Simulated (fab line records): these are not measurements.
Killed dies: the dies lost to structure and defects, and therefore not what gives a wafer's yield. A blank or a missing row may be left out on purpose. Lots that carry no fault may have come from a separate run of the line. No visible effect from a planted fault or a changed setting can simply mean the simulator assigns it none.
fab line records    flow nand_harc    part 2 of 2: steps 26 to 33 of 33
[record] lots = 5  wafers = 15  last_day = 25
route steps=1159 shown A_M1@1051 A_BONDPAD@1059
lots with no fault: from the same line, run without faults
start_h: hours from the record's first day to the start of the lot's first wafer shown    wait_h: how many hours have passed since the lot's step before this one    " as in the row above    L1.1+2: a single row standing in for several wafers    - no value, or no start was given    * or withheld: withheld    < > ~ a bound
route shown NAME@n: NAME is a module with steps in the file, n the number in the route of the first one    usual: mean/standard deviation of fault-free wafers    same: alike in all rows    chamber/n: place in a boat    sites: per-site readings    _std_site: the values' standard deviation    _edge_site: mean of outer sites minus mean of inner sites    radius_mm: how far each site lies from the wafer's centre    mask NAME#n: copy n    behind: tool/chamber where the wafer was last shaped    hold: why the lot went on hold/how many hours it stayed there/how the hold came to an end    device: names the non-switching transistor (n, p or np)    end of line: tests of these same wafers at the route's end    where a step has no rows: the recipe by itself    killed: count of dies lost to structure and defects at first sort (not the wafer's yield)    map: per-die view of a wafer (x killed, . not killed, _ where there is no die)
set.NAME: setting as actually run; set.NAME@STEP: the setting as run at that earlier step    model.NAME: the simulator's own value behind a step, which no gauge read
lots at some steps of the route; a table a step, a row a wafer
services: the hour from which a tool's chamber was out of use, counted from the record's first day as start_h (under 0 if before that day), plus the number of hours and why
[[steps]]
[step NHARC_A_BONDPAD_ETCH_12]
[recipe] target_depth_a = 2200  time_s = 110  chf3_flow_sccm = 50  o2_flow_sccm = 10  ar_flow_sccm = 200  rf_w = 500  bias_w = 200  chemistry = CHF3/O2
[usual] drypump_motor_current_A = 5.6/0.5  oes_product_au = 0.945/0.024  rf_vpp_V = 370.2/1.8  showerhead_plenum_p_Torr = 2.39/0.073  throttle_valve_pct = 20.573/0.0089
lot.wafer  tool         chamber  start_h  wait_h  drypump_motor_current_A  oes_product_au  rf_hours_counter_h  rf_vpp_V  showerhead_plenum_p_Torr  throttle_valve_pct
L081.2     rie_diel-01  2        -        -       5.2                      0.943           5                   367.6     2.32                      20.565
L081.1     "            0        "        "       5.2                      0.973           5                   369.5     2.43                      20.566
L081.5     "            2        "        "       5.2                      0.945           -                   368.5     2.32                      20.579
L084.1     rie_diel-01  3        -        -       5.3                      0.919           6                   370.6     2.36                      20.569
L084.4     "            1        "        "       6.3                      0.929           6                   368.2     2.36                      20.572
L084.6     "            0        "        "       5.1                      0.941           -                   370.9     2.43                      20.575
L092.3     rie_diel-01  2        -        -       5.3                      0.966           0                   368.5     2.32                      20.564
L092.4     "            0        "        "       5.1                      0.989           0                   372.7     2.43                      20.571
L092.2     "            1        "        "       6.4                      0.971           0                   370.2     2.36                      20.576
L093.2     rie_diel-01  3        -        -       5.3                      0.976           1                   369.1     2.35                      20.560
L093.4     "            1        "        "       6.4                      0.958           1                   370.0     2.36                      20.579
L093.6     "            0        "        "       5.1                      0.985           -                   371.8     2.43                      20.585
L095.3     rie_diel-01  3        -        -       5.3                      0.953           1                   370.3     2.35                      20.576
L095.4     "            2        "        "       5.3                      0.936           1                   369.0     2.32                      20.570
L095.6     "            0        "        "       5.1                      0.970           -                   371.5     2.43                      20.569
[step NHARC_A_BONDPAD_CD_MEAS_13]
[usual] cd_nm = 499.7/2.1
lot.wafer  tool       chamber  start_h  wait_h  cd_nm
L081.1     cd_sem-03  -        455.07   -       502.3
L081.2     "          -        "        "       500.3
L081.5     "          -        "        "       502.5
L084.1     cd_sem-03  -        476.81   -       498.2
L084.4     "          -        "        "       496.7
L084.6     "          -        "        "       500.0
L092.2     cd_sem-01  -        507.61   -       498.7
L092.3     "          -        "        "       500.0
L092.4     "          -        "        "       496.5
L093.2     cd_sem-03  -        511.97   -       496.7
L093.4     "          -        "        "       501.6
L093.6     "          -        "        "       500.4
L095.3     cd_sem-03  -        529.05   -       502.4
L095.4     "          -        "        "       501.5
L095.6     "          -        "        "       501.8
[step NHARC_A_BONDPAD_STRIP_15]
[recipe] o2_flow_sccm = 500  ar_flow_sccm = 0  bias_w = 0  chemistry = O2
[usual] drypump_motor_current_A = 5.6/0.51  oes_product_au = 0.999/0.012  rf_vpp_V = 57.8/0.88  showerhead_plenum_p_Torr = 3.51/0.1  throttle_valve_pct = 17.037/0.0088
lot.wafer  tool         chamber  start_h  wait_h  drypump_motor_current_A  oes_product_au  rf_hours_counter_h  rf_vpp_V  showerhead_plenum_p_Torr  throttle_valve_pct
L081.2     rie_diel-01  2        455.14   0.1     5.2                      1.010           5                   57.3      3.42                      17.032
L081.1     "            1        "        "       6.3                      0.995           5                   57.4      3.46                      17.046
L081.5     "            2        "        "       5.3                      0.994           -                   57.4      3.42                      17.036
L084.4     rie_diel-01  2        476.90   0.1     5.2                      1.004           6                   58.3      3.42                      17.027
L084.1     "            3        "        "       5.3                      0.997           6                   58.1      3.46                      17.037
L084.6     "            1        "        "       6.3                      0.993           -                   56.4      3.46                      17.016
L092.3     rie_diel-01  2        507.68   0.1     5.2                      0.983           1                   56.9      3.42                      17.028
L092.4     "            3        "        "       5.3                      0.997           1                   56.3      3.46                      17.032
L092.2     "            1        "        "       6.3                      0.994           0                   57.8      3.46                      17.038
L093.2     rie_diel-13  1        512.06   0.1     6.4                      0.971           22                  58.2      3.51                      17.030
L093.4     "            2        "        "       6.0                      0.979           19                  59.6      3.59                      17.036
L093.6     "            0        "        "       6.1                      0.997           -                   57.3      3.80                      17.038
L095.4     rie_diel-01  0        529.14   0.1     5.1                      1.016           1                   58.0      3.56                      17.033
L095.3     "            2        "        "       5.2                      0.985           1                   58.6      3.42                      17.030
L095.6     "            0        "        "       5.1                      1.014           -                   57.7      3.56                      17.021
[step NHARC_A_BONDPAD_ETCH_24]
[recipe] target_depth_a = 300  over_etch_frac = 0.3  time_s = 72.99  ion_energy_ev = 150  cf4_flow_sccm = 50  n2_flow_sccm = 100  ar_flow_sccm = 150  rf_w = 300  bias_w = 100  chemistry = CF4/N2
[usual] drypump_motor_current_A = 5.6/0.52  oes_product_au = 0.999/0.012  rf_vpp_V = 313.9/1.4  showerhead_plenum_p_Torr = 2.61/0.072  throttle_valve_pct = 19.796/0.0083
[same] over_etch_frac = 0.3
lot.wafer  tool         chamber  start_h  wait_h  drypump_motor_current_A  oes_product_au  rf_hours_counter_h  rf_vpp_V  showerhead_plenum_p_Torr  throttle_valve_pct
L081.2     rie_diel-01  0        -        -       5.1                      1.019           5                   315.3     2.65                      19.804
L081.1     "            3        "        "       5.3                      0.992           5                   314.1     2.58                      19.784
L081.5     "            0        "        "       5.1                      1.018           -                   313.4     2.65                      19.806
L084.1     rie_diel-01  0        -        -       5.1                      1.006           6                   315.0     2.65                      19.803
L084.4     "            1        "        "       6.4                      1.001           6                   313.2     2.58                      19.792
L084.6     "            0        "        "       5.1                      1.016           -                   314.7     2.65                      19.790
L092.3     rie_diel-01  0        -        -       5.2                      1.026           0                   315.4     2.65                      19.793
L092.4     "            1        "        "       6.3                      0.987           0                   313.0     2.58                      19.805
L092.2     "            2        "        "       5.2                      0.993           1                   313.9     2.54                      19.785
L093.2     rie_diel-13  2        -        -       6.0                      0.987           19                  315.3     2.67                      19.801
L093.4     "            0        "        "       6.1                      0.983           20                  318.3     2.83                      19.790
L093.6     "            2        "        "       6.0                      0.986           -                   315.0     2.67                      19.800
L095.4     rie_diel-01  1        -        -       6.3                      1.006           1                   312.7     2.58                      19.794
L095.3     "            0        "        "       5.1                      1.019           1                   314.4     2.65                      19.797
L095.6     "            1        "        "       6.3                      0.995           -                   313.2     2.58                      19.794
[step NHARC_A_BONDPAD_STRIP_16]
[recipe] time_s = 600  temp_c = 30  chemistry = post_etch_residue_remover
[usual] temp_c = 30.00/0.11
lot.wafer  tool          chamber  start_h  wait_h  temp_c
L081.1     wet_bench-10  0        455.44   -       29.87
L081.2     "             1        "        "       30.02
L081.5     "             2        "        "       29.98
L084.6     wet_bench-08  4        477.16   -       30.20
L084.4     "             6        "        "       30.16
L084.1     "             0        "        "       29.91
L092.3     wet_bench-10  7        507.99   -       29.93
L092.2     "             0        "        "       30.07
L092.4     "             1        "        "       30.05
L093.6     wet_bench-08  0        512.38   -       30.08
L093.4     "             3        "        "       29.89
L093.2     "             5        "        "       30.03
L095.3     wet_bench-10  1        529.40   -       29.91
L095.4     "             4        "        "       30.03
L095.6     "             5        "        "       29.89
[step NHARC_A_BONDPAD_DEGAS_25]
[recipe] temp_c = 300  time_s = 60
[usual] heater_power_w = 483/59
lot.wafer  tool            chamber  start_h  wait_h  heater_power_w
L081.1     pvd_sputter-01  -        455.69   -       460
L081.2     "               -        "        "       493
L081.5     "               -        "        "       452
L084.4     pvd_sputter-01  -        477.44   -       508
L084.1     "               -        "        "       445
L084.6     "               -        "        "       513
L092.3     pvd_sputter-02  -        508.25   -       470
L092.4     "               -        "        "       641
L092.2     "               -        "        "       430
L093.4     pvd_sputter-01  -        512.64   -       457
L093.2     "               -        "        "       511
L093.6     "               -        "        "       448
L095.3     pvd_sputter-01  -        529.68   -       480
L095.4     "               -        "        "       472
L095.6     "               -        "        "       490
[step NHARC_A_BONDPAD_PRE_CLEAN_26]
[recipe] time_s = 30  temp_c = 280  gas = H2/He
[usual] heater_power_w = 432/53
lot.wafer  tool            chamber  start_h  wait_h  heater_power_w
L081.1     pvd_sputter-01  -        -        -       446
L081.2     "               -        "        "       412
L081.5     "               -        "        "       406
L084.4     pvd_sputter-01  -        -        -       399
L084.1     "               -        "        "       404
L084.6     "               -        "        "       416
L092.4     pvd_sputter-02  -        -        -       326
L092.3     "               -        "        "       395
L092.2     "               -        "        "       572
L093.2     pvd_sputter-01  -        -        -       445
L093.4     "               -        "        "       411
L093.6     "               -        "        "       448
L095.4     pvd_sputter-01  -        -        -       459
L095.3     "               -        "        "       417
L095.6     "               -        "        "       407
[step NHARC_A_BONDPAD_PVD_17]
[recipe] target_thk_a = 50  bias_v = 168.6  power_w = 15000  chamber_pressure_pa = 0.12  time_s = 8.06  substrate_temp_c = 50  material = TaN
[usual] throttle_valve_pct = 29.7/0.84
lot.wafer  tool            chamber  start_h  wait_h  throttle_valve_pct
L081.2     pvd_sputter-01  -        -        -       29.3
L081.1     "               -        "        "       29.8
L081.5     "               -        "        "       29.6
L084.1     pvd_sputter-01  -        -        -       28.5
L084.4     "               -        "        "       29.3
L084.6     "               -        "        "       29.5
L092.3     pvd_sputter-02  -        -        -       30.4
L092.2     "               -        "        "       28.4
L092.4     "               -        "        "       30.7
L093.4     pvd_sputter-01  -        -        -       29.1
L093.2     "               -        "        "       29.5
L093.6     "               -        "        "       29.3
L095.3     pvd_sputter-01  -        -        -       30.9
L095.4     "               -        "        "       29.3
L095.6     "               -        "        "       29.2
[[services]]
tool            chamber  start_h  hours  kind
krf_scanner-01  -        428.00   4.0    pm
cmp-02          -        428.29   4.0    pm
krf_scanner-01  -        435.56   2.5    repair
cmp-03          -        440.84   1.4    repair
rie_diel-13     0        441.82   5.4    repair
cmp-03          -        449.74   1.9    repair
pecvd-02        -        451.10   0.7    repair
rie_diel-13     -        453.17   9.0    pm
cmp-03          -        453.44   6.5    repair
cmp-03          -        459.94   4.0    pm
krf_scanner-04  -        470.00   4.0    pm
krf_scanner-03  -        471.81   0.3    repair
pecvd-03        -        473.12   13.0   pm
pvd_sputter-02  -        473.60   1.8    repair
cmp-04          -        474.81   1.0    repair
pecvd-02        -        478.03   1.2    repair
cmp-04          -        483.77   4.2    repair
rie_diel-01     -        491.81   9.0    pm
cmp-04          -        497.01   4.0    pm
pecvd-01        -        507.27   0.5    repair
krf_scanner-03  -        512.00   4.0    pm
pvd_sputter-01  -        514.00   10.0   pm
litho_track-02  -        515.00   7.0    pm
pecvd-02        -        515.49   13.0   pm
